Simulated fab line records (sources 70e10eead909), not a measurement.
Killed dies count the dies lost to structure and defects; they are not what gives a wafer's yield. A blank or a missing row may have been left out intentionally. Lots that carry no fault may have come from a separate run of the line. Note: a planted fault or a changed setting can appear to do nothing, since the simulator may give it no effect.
fab line records | flow nandHarc | part 1 of 2: steps 1 to 25 of 35
record: lots: 5 | wafers: 15 | lastDay: 32
route steps=1302 shown A_STAIRCASE@813
lots untouched by any fault: they come from a run of this same line in which no faults occurred
startH: the number of hours between the record's first day and the start of the first shown wafer of the lot | waitH: how many hours have passed since the lot's step before this one | " identical to the entry in the row above | L1.1+2: a row that stands for several wafers | - no value present, or no start provided | * or withheld: withheld | < > ~ a bound
route shown NAME@n: names a module that has steps shown in the file, with the first one's number in the route | usual: the fault-free wafers' mean and standard deviation | same: alike in all rows | chamber/n: place in a boat | sites: per-site readings | _std_site: their standard deviation | _edge_site: mean of outer sites minus mean of inner sites | radiusMm: how far each site lies from the wafer's centre | mask NAME#n: copy n | behind: the most recent tool/chamber to have shaped the wafer | hold: reason for holding the lot/hours on hold/outcome of the hold | device: the transistor (n, p or np) that didn't switch | end of line: the same wafers' tests at the end of the route | step lacking rows: just its recipe | killed: count of dies lost to structure and defects at first sort (not the wafer's yield) | map: a wafer's dies, marking killed ones x, the rest . and places with no die _
set.NAME: the setting that was run; set.NAME@STEP: the one run at that earlier step | model.NAME: the simulator's own value behind a step, which no gauge read
certain route steps with their lots: each step a table, each wafer a row
services: a tool's chamber out of use, with start hour (startH, from the record's first day; less than 0 if before it), hours out, and reason
== steps ==
step: NHARC_A_STAIRCASE_STRIP_295
recipe: o2FlowSccm: 500 | arFlowSccm: 0 | biasW: 0 | chemistry: O2
usual: drypumpMotorCurrentA: 5.5/0.57 | mfcArSccm: 0.004/0.008 | oesProductAu: 0.999/0.01 | rfVppV: 57.8/0.82 | showerheadPlenumPTorr: 3.53/0.15 | throttleValvePct: 17.036/0.0089
lot.wafer | tool       | chamber | startH | waitH | drypumpMotorCurrentA | mfcArSccm | oesProductAu | rfHoursCounterH | rfVppV | showerheadPlenumPTorr | throttleValvePct
L075.1    | rieDiel-08 | 1       | -      | -     | 5.6                  | 0         | 0.998        | 9               | 58.1   | 3.77                  | 17.016
L075.3    | "          | 3       | "      | "     | 4.9                  | 0         | 1.010        | 9               | 58.5   | 3.50                  | 17.046
L075.5    | "          | 1       | "      | "     | 5.6                  | 0         | 1.008        | -               | 58.8   | 3.77                  | 17.041
L078.2    | rieDiel-09 | 0       | -      | -     | 6.1                  | 0.000     | 0.990        | 33              | 58.2   | 3.73                  | 17.029
L078.1    | "          | 1       | "      | "     | 6.3                  | 0         | 1.001        | 33              | 58.4   | 3.49                  | 17.039
L078.5    | "          | 3       | "      | "     | 4.7                  | 0.009     | 1.005        | -               | 59.3   | 3.54                  | 17.044
L084.4    | rieDiel-09 | 1       | -      | -     | 6.3                  | 0         | 0.996        | 55              | 56.5   | 3.48                  | 17.042
L084.2    | "          | 2       | "      | "     | 5.0                  | 0         | 0.995        | 58              | 56.7   | 3.27                  | 17.032
L084.5    | "          | 1       | "      | "     | 6.2                  | 0         | 1.003        | -               | 58.5   | 3.48                  | 17.028
L092.3    | rieDiel-08 | 3       | -      | -     | 4.9                  | 0         | 1.007        | 7               | 58.0   | 3.48                  | 17.042
L092.6    | "          | 2       | "      | "     | 5.6                  | 0.009     | 1.001        | -               | 57.0   | 3.47                  | 17.037
L092.5    | "          | 3       | "      | "     | 4.9                  | 0         | 1.006        | -               | 57.3   | 3.48                  | 17.031
L095.1    | rieDiel-09 | 1       | -      | -     | 6.2                  | 0         | 0.982        | 12              | 57.4   | 3.47                  | 17.023
L095.3    | "          | 3       | "      | "     | 4.7                  | 0.009     | 0.997        | 37              | 58.9   | 3.50                  | 17.043
L095.6    | "          | 1       | "      | "     | 6.2                  | 0         | 0.981        | -               | 57.8   | 3.47                  | 17.037
step: NHARC_A_STAIRCASE_STRIP_296
recipe: timeS: 900 | tempC: 130 | chemistry: SPM
lot.wafer  | tool        | chamber | startH | waitH
L075.3+5+1 | wetBench-07 | 6,7,1   | 399.61 | -
L078.5+2+1 | wetBench-02 | 2,4,5   | 416.33 | -
L084.2+5+4 | wetBench-03 | 7,1,2   | 471.63 | -
L092.5+6+3 | wetBench-07 | 3,4,6   | 574.95 | -
L095.1+6+3 | wetBench-03 | 3,4,5   | 595.54 | -
step: NHARC_A_STAIRCASE_PRECLEAN_297
recipe: timeS: * | tempC: 50 | bathAgeMin: 0 | chemistry: SC1
lot.wafer  | tool        | chamber | startH | waitH
L075.3+5+1 | wetBench-07 | 6,7,1   | -      | -
L078.5+2+1 | wetBench-02 | 2,4,5   | -      | -
L084.2+5+4 | wetBench-03 | 7,1,2   | -      | -
L092.5+6+3 | wetBench-07 | 3,4,6   | -      | -
L095.1+6+3 | wetBench-03 | 3,4,5   | -      | -
step: NHARC_A_STAIRCASE_SRD_298
lot.wafer  | tool        | chamber | startH | waitH
L075.3+5+1 | wetBench-07 | 6,7,1   | -      | -
L078.5+2+1 | wetBench-02 | 2,4,5   | -      | -
L084.2+5+4 | wetBench-03 | 7,1,2   | -      | -
L092.5+6+3 | wetBench-07 | 3,4,6   | -      | -
L095.1+6+3 | wetBench-03 | 3,4,5   | -      | -
step: NHARC_A_STAIRCASE_HM_DEP_462
recipe: targetThkA: 8000 | tempC: 400 | material: aC
usual: throttleValvePct: 35.000/0.0099
lot.wafer | tool      | chamber | startH | waitH | throttleValvePct
L075.1    | aclDep-02 | 0       | 400.13 | 0.1   | 34.984
L075.3    | "         | 0       | "      | "     | 34.994
L075.5    | "         | 0       | "      | "     | 35.011
L078.1    | aclDep-03 | 0       | 417.50 | 0.7   | 34.999
L078.2    | "         | 0       | "      | "     | 35.007
L078.5    | "         | 0       | "      | "     | 35.019
L084.2    | aclDep-01 | 0       | 474.95 | 2.9   | 35.007
L084.4    | "         | 0       | "      | "     | 34.988
L084.5    | "         | 0       | "      | "     | 34.994
L092.3    | aclDep-03 | 0       | 577.40 | 2.0   | 35.004
L092.5    | "         | 0       | "      | "     | 35.015
L092.6    | "         | 0       | "      | "     | 35.003
L095.1    | aclDep-03 | 0       | 596.83 | 0.8   | 34.993
L095.3    | "         | 0       | "      | "     | 35.008
L095.6    | "         | 0       | "      | "     | 35.001
step: NHARC_A_STAIRCASE_DEP_301
recipe: targetThkA: 300 | targetThkNm: 30 | tempC: 400 | pressureTorr: 3.5 | flowSccm: 200 | rfW: 350 | material: SiON
usual: heaterPowerW: 752/85 | showerheadVppV: 1170/49
lot.wafer | tool     | chamber | startH | waitH | heaterPowerW | showerheadVppV
L075.1    | pecvd-03 | 2       | 402.01 | 1.6   | 693          | 1252
L075.3    | "        | 1       | "      | "     | 683          | 1127
L075.5    | "        | 1       | "      | "     | 664          | 1132
L078.1    | pecvd-04 | 2       | 419.37 | 1.6   | 860          | 1175
L078.2    | "        | 1       | "      | "     | 620          | 1237
L078.5    | "        | 0       | "      | "     | 769          | 1151
L084.2    | pecvd-04 | 1       | 476.53 | 1.3   | 678          | 1218
L084.5    | "        | 0       | "      | "     | 757          | 1154
L084.4    | "        | 1       | "      | "     | 652          | 1213
L092.3    | pecvd-03 | 1       | 578.67 | 1.0   | 656          | 1122
L092.6    | "        | 1       | "      | "     | 679          | 1111
L092.5    | "        | 0       | "      | "     | 836          | 1160
L095.3    | pecvd-04 | 0       | 598.69 | 0.9   | 777          | 1146
L095.1    | "        | 2       | "      | "     | 914          | 1196
L095.6    | "        | 2       | "      | "     | 908          | 1162
step: NHARC_A_STAIRCASE_DEHYDRATE_302
recipe: tempC: 150 | timeS: 120
lot.wafer  | tool          | chamber | startH | waitH
L075.1+3+5 | lithoTrack-07 | 0       | 402.28 | 0.2
L078.1+2+5 | lithoTrack-02 | 0       | 419.63 | 0.2
L084.2+4+5 | lithoTrack-07 | 0       | 476.78 | 0.2
L092.3+5+6 | lithoTrack-07 | 0       | 578.94 | 0.2
L095.1+3+6 | lithoTrack-05 | 0       | 598.96 | 0.2
step: NHARC_A_STAIRCASE_HMDS_303
recipe: timeS: 30
lot.wafer  | tool          | chamber | startH | waitH
L075.1+3+5 | lithoTrack-07 | 0       | -      | -
L078.1+2+5 | lithoTrack-02 | 0       | -      | -
L084.2+4+5 | lithoTrack-07 | 0       | -      | -
L092.3+5+6 | lithoTrack-07 | 0       | -      | -
L095.1+3+6 | lithoTrack-05 | 0       | -      | -
step: NHARC_A_STAIRCASE_COAT_304
recipe: spinRpm: 1200
usual: spinSpeedRpm: 1200.0/0.72
lot.wafer | tool          | chamber | startH | waitH | spinSpeedRpm
L075.1    | lithoTrack-07 | 0       | -      | -     | 1199.7
L075.3    | "             | 0       | "      | "     | 1198.2
L075.5    | "             | 0       | "      | "     | 1199.6
L078.1    | lithoTrack-02 | 0       | -      | -     | 1201.3
L078.2    | "             | 0       | "      | "     | 1200.2
L078.5    | "             | 0       | "      | "     | 1200.3
L084.2    | lithoTrack-07 | 0       | -      | -     | 1199.7
L084.4    | "             | 0       | "      | "     | 1200.1
L084.5    | "             | 0       | "      | "     | 1200.4
L092.3    | lithoTrack-07 | 0       | -      | -     | 1199.3
L092.5    | "             | 0       | "      | "     | 1199.3
L092.6    | "             | 0       | "      | "     | 1200.3
L095.1    | lithoTrack-05 | 0       | -      | -     | 1200.0
L095.3    | "             | 0       | "      | "     | 1200.8
L095.6    | "             | 0       | "      | "     | 1199.5
step: NHARC_A_STAIRCASE_SOFTBAKE_305
recipe: tempC: 135 | timeS: 170
lot.wafer  | tool          | chamber | startH | waitH
L075.1+3+5 | lithoTrack-07 | 0       | -      | -
L078.1+2+5 | lithoTrack-02 | 0       | -      | -
L084.2+4+5 | lithoTrack-07 | 0       | -      | -
L092.3+5+6 | lithoTrack-07 | 0       | -      | -
L095.1+3+6 | lithoTrack-05 | 0       | -      | -
step: NHARC_A_STAIRCASE_EBR_306
lot.wafer  | tool          | chamber | startH | waitH
L075.1+3+5 | lithoTrack-07 | 0       | -      | -
L078.1+2+5 | lithoTrack-02 | 0       | -      | -
L084.2+4+5 | lithoTrack-07 | 0       | -      | -
L092.3+5+6 | lithoTrack-07 | 0       | -      | -
L095.1+3+6 | lithoTrack-05 | 0       | -      | -
step: NHARC_A_STAIRCASE_EXPOSE_307
recipe: na: 0.5 | doseMj: 45.72 | maskId: CHOP_50
lot.wafer  | tool          | chamber | startH | waitH | mask
L075.1+3+5 | krfScanner-04 | 0       | 402.62 | -     | CHOP_50#0
L078.1+2+5 | krfScanner-01 | 0       | 419.97 | -     | CHOP_50#0
L084.2+4+5 | krfScanner-04 | 0       | 476.99 | -     | CHOP_50#0
L092.3+5+6 | krfScanner-04 | 0       | 579.28 | -     | CHOP_50#0
L095.1+3+6 | krfScanner-01 | 0       | 599.17 | -     | CHOP_50#0
step: NHARC_A_STAIRCASE_PEB_308
recipe: pebTempC: 115 | pebTimeS: 130
lot.wafer  | tool          | chamber | startH | waitH
L075.1+3+5 | lithoTrack-07 | 0       | 402.69 | 0.1
L078.1+2+5 | lithoTrack-02 | 0       | 420.04 | 0.1
L084.2+4+5 | lithoTrack-02 | 0       | 477.05 | 0.1
L092.3+5+6 | lithoTrack-05 | 0       | 579.34 | 0.0
L095.1+3+6 | lithoTrack-05 | 0       | 599.23 | 0.1
step: NHARC_A_STAIRCASE_DEVELOP_309
recipe: timeS: 140
lot.wafer  | tool          | chamber | startH | waitH
L075.1+3+5 | lithoTrack-07 | 0       | -      | -
L078.1+2+5 | lithoTrack-02 | 0       | -      | -
L084.2+4+5 | lithoTrack-02 | 0       | -      | -
L092.3+5+6 | lithoTrack-05 | 0       | -      | -
L095.1+3+6 | lithoTrack-05 | 0       | -      | -
step: NHARC_A_STAIRCASE_HARDBAKE_311
recipe: tempC: 120 | timeS: 140
lot.wafer  | tool          | chamber | startH | waitH
L075.1+3+5 | lithoTrack-07 | 0       | 402.91 | -
L078.1+2+5 | lithoTrack-07 | 0       | 420.26 | -
L084.2+4+5 | lithoTrack-07 | 0       | 477.27 | -
L092.3+5+6 | lithoTrack-07 | 0       | 579.56 | -
L095.1+3+6 | lithoTrack-07 | 0       | 599.45 | -
step: NHARC_A_STAIRCASE_DESCUM_312
recipe: timeS: 3 | o2FlowSccm: 200 | arFlowSccm: 0 | biasPowerW: 0 | chemistry: O2
usual: drypumpMotorCurrentA: 5.6/0.63 | mfcArSccm: 0.007/0.011 | oesProductAu: 0.999/0.01 | rfVppV: 57.9/0.85 | showerheadPlenumPTorr: 1.93/0.082 | throttleValvePct: 11.312/0.0089
same: biasPowerW: 0
lot.wafer | tool       | chamber | startH | waitH | drypumpMotorCurrentA | mfcArSccm | oesProductAu | rfHoursCounterH | rfVppV | showerheadPlenumPTorr | throttleValvePct
L075.3    | rieDiel-02 | 3       | 403.01 | -     | 4.9                  | 0         | 1.011        | 0               | 58.1   | 1.83                  | 11.299
L075.1    | "          | 1       | "      | "     | 6.3                  | 0.034     | 0.993        | 0               | 57.5   | 1.95                  | 11.305
L075.5    | "          | 3       | "      | "     | 4.9                  | 0         | 1.002        | -               | 57.5   | 1.83                  | 11.312
L078.1    | rieDiel-02 | 0       | 420.40 | -     | 6.7                  | 0         | 1.014        | 5               | 57.6   | 2.04                  | 11.295
L078.2    | "          | 1       | "      | "     | 6.3                  | 0.034     | 0.993        | 6               | 57.9   | 1.95                  | 11.294
L078.5    | "          | 0       | "      | "     | 6.7                  | 0         | 1.014        | -               | 57.5   | 2.04                  | 11.301
L084.4    | rieDiel-02 | 1       | 477.38 | -     | 6.3                  | 0.034     | 0.977        | 26              | 58.6   | 1.94                  | 11.295
L084.2    | "          | 2       | "      | "     | 5.7                  | 0.020     | 0.995        | 20              | 59.8   | 1.94                  | 11.315
L084.5    | "          | 3       | "      | "     | 5.0                  | 0         | 0.986        | -               | 58.5   | 1.82                  | 11.325
L092.3    | rieDiel-08 | 1       | 579.66 | -     | 5.6                  | 0         | 1.002        | 3               | 58.6   | 2.04                  | 11.316
L092.6    | "          | 3       | "      | "     | 4.9                  | 0         | 1.024        | -               | 57.2   | 1.88                  | 11.326
L092.5    | "          | 0       | "      | "     | 5.6                  | 0         | 1.009        | -               | 57.6   | 1.83                  | 11.315
L095.1    | rieDiel-09 | 3       | 599.55 | -     | 4.7                  | 0.009     | 0.996        | 38              | 57.4   | 1.90                  | 11.316
L095.3    | "          | 1       | "      | "     | 6.2                  | 0         | 0.987        | 13              | 57.2   | 1.88                  | 11.326
L095.6    | "          | 2       | "      | "     | 5.0                  | 0         | 0.992        | -               | 57.2   | 2.06                  | 11.313
step: NHARC_A_STAIRCASE_ETCH_313
recipe: cf4FlowSccm: 100 | chf3FlowSccm: 30 | arFlowSccm: 0 | rfW: 500 | biasW: 200 | chemistry: CF4/CHF3
usual: drypumpMotorCurrentA: 5.6/0.63 | mfcArSccm: 0.007/0.011 | oesProductAu: 0.932/0.023 | rfVppV: 371.0/2.4 | showerheadPlenumPTorr: 1.59/0.064 | throttleValvePct: 16.802/0.01
lot.wafer | tool       | chamber | startH | waitH | drypumpMotorCurrentA | mfcArSccm | oesProductAu | rfHoursCounterH | rfVppV | showerheadPlenumPTorr | throttleValvePct
L075.3    | rieDiel-02 | 3       | 403.08 | 0.1   | 5.0                  | 0         | 0.968        | 0               | 367.7  | 1.51                  | 16.802
L075.1    | "          | 1       | "      | "     | 6.3                  | 0.034     | 0.963        | 0               | 372.1  | 1.60                  | 16.800
L075.5    | "          | 3       | "      | "     | 5.0                  | 0         | 0.962        | -               | 367.8  | 1.51                  | 16.800
L078.2    | rieDiel-02 | 0       | 420.49 | 0.1   | 6.8                  | 0         | 0.978        | 5               | 373.3  | 1.68                  | 16.823
L078.1    | "          | 2       | "      | "     | 5.7                  | 0.020     | 0.985        | 5               | 372.1  | 1.60                  | 16.791
L078.5    | "          | 0       | "      | "     | 6.7                  | 0         | 0.986        | -               | 374.9  | 1.68                  | 16.808
L084.4    | rieDiel-02 | 2       | 477.45 | 0.1   | 5.7                  | 0.020     | 0.929        | 20              | 371.1  | 1.60                  | 16.782
L084.2    | "          | 3       | "      | "     | 4.9                  | 0         | 0.926        | 28              | 368.2  | 1.50                  | 16.797
L084.5    | "          | 3       | "      | "     | 4.9                  | 0         | 0.919        | -               | 367.4  | 1.50                  | 16.799
L092.3    | rieDiel-08 | 2       | 579.73 | 0.1   | 5.5                  | 0.009     | 0.920        | 10              | 369.1  | 1.55                  | 16.813
L092.6    | "          | 2       | "      | "     | 5.5                  | 0.009     | 0.927        | -               | 370.7  | 1.55                  | 16.794
L092.5    | "          | 3       | "      | "     | 4.8                  | 0         | 0.933        | -               | 370.4  | 1.55                  | 16.805
L095.3    | rieDiel-09 | 1       | 599.63 | 0.1   | 6.2                  | 0         | 0.905        | 13              | 370.1  | 1.55                  | 16.796
L095.1    | "          | 3       | "      | "     | 4.7                  | 0.009     | 0.917        | 38              | 370.9  | 1.56                  | 16.802
L095.6    | "          | 1       | "      | "     | 6.2                  | 0         | 0.906        | -               | 369.0  | 1.55                  | 16.806
step: NHARC_A_STAIRCASE_HM_OPEN_463
recipe: o2FlowSccm: 400 | cosFlowSccm: 20 | arFlowSccm: 0 | rfW: 500 | biasW: 300 | chemistry: O2/COS
usual: drypumpMotorCurrentA: 5.6/0.59 | mfcArSccm: 0.009/0.012 | oesProductAu: 0.999/0.01 | rfVppV: 467.8/2.7 | showerheadPlenumPTorr: 3.15/0.12 | throttleValvePct: 28.329/0.01
lot.wafer | tool       | chamber | startH | waitH | drypumpMotorCurrentA | mfcArSccm | oesProductAu | rfHoursCounterH | rfVppV | showerheadPlenumPTorr | throttleValvePct
L075.1    | rieDiel-02 | 1       | -      | -     | 6.3                  | 0.034     | 1.001        | 0               | 468.8  | 3.18                  | 28.326
L075.3    | "          | 2       | "      | "     | 5.7                  | 0.020     | 0.993        | 0               | 469.1  | 3.18                  | 28.354
L075.5    | "          | 1       | "      | "     | 6.3                  | 0.034     | 0.984        | -               | 467.4  | 3.18                  | 28.326
L078.1    | rieDiel-02 | 2       | -      | -     | 5.7                  | 0.020     | 0.992        | 5               | 467.5  | 3.18                  | 28.306
L078.2    | "          | 1       | "      | "     | 6.3                  | 0.034     | 0.999        | 6               | 468.8  | 3.18                  | 28.323
L078.5    | "          | 3       | "      | "     | 5.0                  | 0         | 0.997        | -               | 465.8  | 2.99                  | 28.328
L084.2    | rieDiel-02 | 2       | -      | -     | 5.7                  | 0.020     | 0.994        | 20              | 468.7  | 3.17                  | 28.310
L084.4    | "          | 0       | "      | "     | 6.7                  | 0         | 1.005        | 28              | 471.7  | 3.31                  | 28.335
L084.5    | "          | 2       | "      | "     | 5.7                  | 0.020     | 0.990        | -               | 468.6  | 3.17                  | 28.339
L092.3    | rieDiel-08 | 1       | -      | -     | 5.7                  | 0         | 0.984        | 3               | 469.2  | 3.32                  | 28.344
L092.6    | "          | 0       | "      | "     | 5.6                  | 0         | 1.013        | -               | 464.6  | 2.99                  | 28.323
L092.5    | "          | 1       | "      | "     | 5.6                  | 0         | 1.000        | -               | 470.9  | 3.32                  | 28.310
L095.3    | rieDiel-09 | 1       | -      | -     | 6.2                  | 0         | 0.989        | 13              | 466.9  | 3.07                  | 28.347
L095.1    | "          | 2       | "      | "     | 5.0                  | 0         | 1.002        | 38              | 470.9  | 3.35                  | 28.339
L095.6    | "          | 3       | "      | "     | 4.7                  | 0.009     | 1.011        | -               | 467.3  | 3.10                  | 28.338
step: NHARC_A_STAIRCASE_STRIP_464
recipe: o2FlowSccm: 400 | cosFlowSccm: 20 | arFlowSccm: 0 | biasW: 0 | chemistry: O2/COS
lot.wafer  | tool       | chamber | startH | waitH
L075.1+3+5 | rieDiel-02 | 3,2,3   | -      | -
L078.2+1+5 | rieDiel-02 | 3,1,2   | -      | -
L084.2+4+5 | rieDiel-02 | 3,0,0   | -      | -
L092.3+6+5 | rieDiel-08 | 2,3,0   | -      | -
L095.3+1+6 | rieDiel-09 | 2,0,2   | -      | -
step: NHARC_A_STAIRCASE_ETCH_453
recipe: targetDepthA: 300 | overetchA: 30 | timeS: 16.5 | ionEnergyEv: 100 | cf4FlowSccm: 80 | o2FlowSccm: 20 | arFlowSccm: 0 | rfW: 300 | biasW: 100 | chemistry: CF4/O2
usual: drypumpMotorCurrentA: 5.6/0.63 | mfcArSccm: 0.007/0.011 | oes_o_777_au: 0.999/0.0041 | oesProductAu: 0.999/0.01 | rfVppV: 198.1/1.4 | showerheadPlenumPTorr: 1.35/0.055 | throttleValvePct: 13.397/0.0082
lot.wafer | tool       | chamber | startH | waitH | drypumpMotorCurrentA | mfcArSccm | oes_o_777_au | oesProductAu | rfHoursCounterH | rfVppV | showerheadPlenumPTorr | throttleValvePct
L075.1    | rieDiel-02 | 3       | -      | -     | 4.9                  | 0         | 1.002        | 1.011        | 0               | 196.6  | 1.28                  | 13.407
L075.3    | "          | 0       | "      | "     | 6.7                  | 0         | 0.998        | 1.010        | 0               | 200.2  | 1.43                  | 13.410
L075.5    | "          | 1       | "      | "     | 6.3                  | 0.034     | 0.995        | 0.992        | -               | 196.8  | 1.36                  | 13.397
L078.2    | rieDiel-02 | 3       | -      | -     | 5.0                  | 0         | 0.997        | 1.000        | 5               | 198.0  | 1.28                  | 13.402
L078.1    | "          | 2       | "      | "     | 5.7                  | 0.020     | 1.000        | 0.987        | 6               | 198.3  | 1.36                  | 13.393
L078.5    | "          | 3       | "      | "     | 4.9                  | 0         | 1.003        | 1.009        | -               | 197.7  | 1.28                  | 13.391
L084.4    | rieDiel-02 | 0       | -      | -     | 6.7                  | 0         | 1.001        | 1.018        | 28              | 200.8  | 1.42                  | 13.400
L084.2    | "          | 1       | "      | "     | 6.3                  | 0.034     | 0.998        | 0.988        | 26              | 198.4  | 1.36                  | 13.406
L084.5    | "          | 3       | "      | "     | 4.9                  | 0         | 0.995        | 1.003        | -               | 197.0  | 1.27                  | 13.404
L092.3    | rieDiel-08 | 1       | -      | -     | 5.6                  | 0         | 1.002        | 1.000        | 3               | 199.1  | 1.42                  | 13.396
L092.6    | "          | 0       | "      | "     | 5.5                  | 0         | 1.000        | 1.009        | -               | 196.7  | 1.28                  | 13.416
L092.5    | "          | 1       | "      | "     | 5.6                  | 0         | 1.001        | 1.003        | -               | 199.4  | 1.42                  | 13.392
L095.1    | rieDiel-09 | 0       | -      | -     | 6.1                  | 0.000     | 1.000        | 0.993        | 34              | 198.6  | 1.40                  | 13.401
L095.3    | "          | 1       | "      | "     | 6.2                  | 0         | 0.996        | 0.980        | 13              | 196.8  | 1.31                  | 13.402
L095.6    | "          | 1       | "      | "     | 6.2                  | 0         | 0.999        | 0.986        | -               | 198.6  | 1.31                  | 13.404
step: NHARC_A_STAIRCASE_ETCH_315
recipe: targetDepthA: 25000 | timeS: 607.1 | ionEnergyEv: 800 | c4f8FlowSccm: 80 | o2FlowSccm: 60 | arFlowSccm: withheld | rfW: 600 | biasW: 3000 | chemistry: C4F8/O2/Ar
usual: oesProductAu: 0.931/0.011 | rfVppV: 1830/10
lot.wafer | tool       | chamber | startH | waitH | oesProductAu | rfHoursCounterH | rfVppV
L075.3    | rieDiel-02 | 3       | -      | -     | 0.947        | 0               | 1818
L075.1    | "          | 0       | "      | "     | 0.958        | 0               | 1843
L075.5    | "          | 2       | "      | "     | 0.939        | -               | 1830
L078.1    | rieDiel-02 | 1       | -      | -     | 0.937        | 6               | 1831
L078.2    | "          | 3       | "      | "     | 0.939        | 5               | 1817
L078.5    | "          | 1       | "      | "     | 0.948        | -               | 1833
L084.2    | rieDiel-02 | 3       | -      | -     | 0.928        | 28              | 1817
L084.4    | "          | 2       | "      | "     | 0.922        | 20              | 1831
L084.5    | "          | 3       | "      | "     | 0.928        | -               | 1815
L092.3    | rieDiel-08 | 2       | -      | -     | 0.932        | 10              | 1822
L092.6    | "          | 2       | "      | "     | 0.932        | -               | 1824
L092.5    | "          | 3       | "      | "     | 0.944        | -               | 1822
L095.1    | rieDiel-09 | 0       | -      | -     | 0.913        | 34              | 1839
L095.3    | "          | 2       | "      | "     | 0.925        | 38              | 1845
L095.6    | "          | 3       | "      | "     | 0.931        | -               | 1825
step: NHARC_A_STAIRCASE_STRIP_316
recipe: o2FlowSccm: 500 | arFlowSccm: 0 | biasW: 0 | chemistry: O2
usual: drypumpMotorCurrentA: 5.6/0.63 | mfcArSccm: 0.007/0.011 | oesProductAu: 1.000/0.011 | rfVppV: 57.8/0.86 | showerheadPlenumPTorr: 3.56/0.14 | throttleValvePct: 17.036/0.0084
lot.wafer | tool       | chamber | startH | waitH | drypumpMotorCurrentA | mfcArSccm | oesProductAu | rfHoursCounterH | rfVppV | showerheadPlenumPTorr | throttleValvePct
L075.1    | rieDiel-02 | 1       | -      | -     | 6.3                  | 0.034     | 0.995        | 0               | 59.2   | 3.60                  | 17.040
L075.3    | "          | 3       | "      | "     | 4.9                  | 0         | 1.006        | 0               | 56.0   | 3.39                  | 17.046
L075.5    | "          | 0       | "      | "     | 6.8                  | 0         | 1.007        | -               | 57.9   | 3.76                  | 17.053
L078.2    | rieDiel-02 | 3       | -      | -     | 5.0                  | 0         | 1.007        | 6               | 56.9   | 3.38                  | 17.031
L078.1    | "          | 2       | "      | "     | 5.7                  | 0.020     | 1.003        | 6               | 58.4   | 3.59                  | 17.025
L078.5    | "          | 3       | "      | "     | 5.0                  | 0         | 1.019        | -               | 55.7   | 3.38                  | 17.026
L084.2    | rieDiel-02 | 0       | -      | -     | 6.7                  | 0         | 1.018        | 28              | 58.4   | 3.74                  | 17.046
L084.4    | "          | 1       | "      | "     | 6.3                  | 0.034     | 0.995        | 26              | 57.8   | 3.58                  | 17.040
L084.5    | "          | 2       | "      | "     | 5.7                  | 0.020     | 0.986        | -               | 56.8   | 3.58                  | 17.023
L092.3    | rieDiel-08 | 2       | -      | -     | 5.5                  | 0.009     | 1.004        | 10              | 56.8   | 3.47                  | 17.033
L092.6    | "          | 0       | "      | "     | 5.5                  | 0         | 1.017        | -               | 56.4   | 3.38                  | 17.044
L092.5    | "          | 1       | "      | "     | 5.6                  | 0         | 1.006        | -               | 58.0   | 3.75                  | 17.034
L095.1    | rieDiel-09 | 1       | -      | -     | 6.2                  | 0         | 0.988        | 13              | 57.8   | 3.47                  | 17.019
L095.3    | "          | 0       | "      | "     | 6.1                  | 0.000     | 0.992        | 34              | 57.3   | 3.69                  | 17.035
L095.6    | "          | 2       | "      | "     | 5.0                  | 0         | 0.997        | -               | 58.3   | 3.79                  | 17.039
step: NHARC_A_STAIRCASE_STRIP_317
recipe: timeS: 900 | tempC: 130 | chemistry: SPM
lot.wafer  | tool        | chamber | startH | waitH
L075.1+5+3 | wetBench-02 | 5,7,0   | 404.36 | -
L078.5+2+1 | wetBench-07 | 5,0,1   | 422.07 | -
L084.5+2+4 | wetBench-07 | 0,1,3   | 478.70 | -
L092.6+3+5 | wetBench-07 | 5,6,7   | 581.02 | -
L095.1+3+6 | wetBench-07 | 3,5,6   | 600.89 | -
step: NHARC_A_STAIRCASE_PRECLEAN_318
recipe: timeS: * | tempC: 50 | bathAgeMin: 0 | chemistry: SC1
lot.wafer  | tool        | chamber | startH | waitH
L075.1+5+3 | wetBench-02 | 5,7,0   | -      | -
L078.5+2+1 | wetBench-07 | 5,0,1   | -      | -
L084.5+2+4 | wetBench-07 | 0,1,3   | -      | -
L092.6+3+5 | wetBench-07 | 5,6,7   | -      | -
L095.1+3+6 | wetBench-07 | 3,5,6   | -      | -
step: NHARC_A_STAIRCASE_SRD_329
lot.wafer  | tool        | chamber | startH | waitH
L075.1+5+3 | wetBench-02 | 5,7,0   | -      | -
L078.5+2+1 | wetBench-07 | 5,0,1   | -      | -
L084.5+2+4 | wetBench-07 | 0,1,3   | -      | -
L092.6+3+5 | wetBench-07 | 5,6,7   | -      | -
L095.1+3+6 | wetBench-07 | 3,5,6   | -      | -
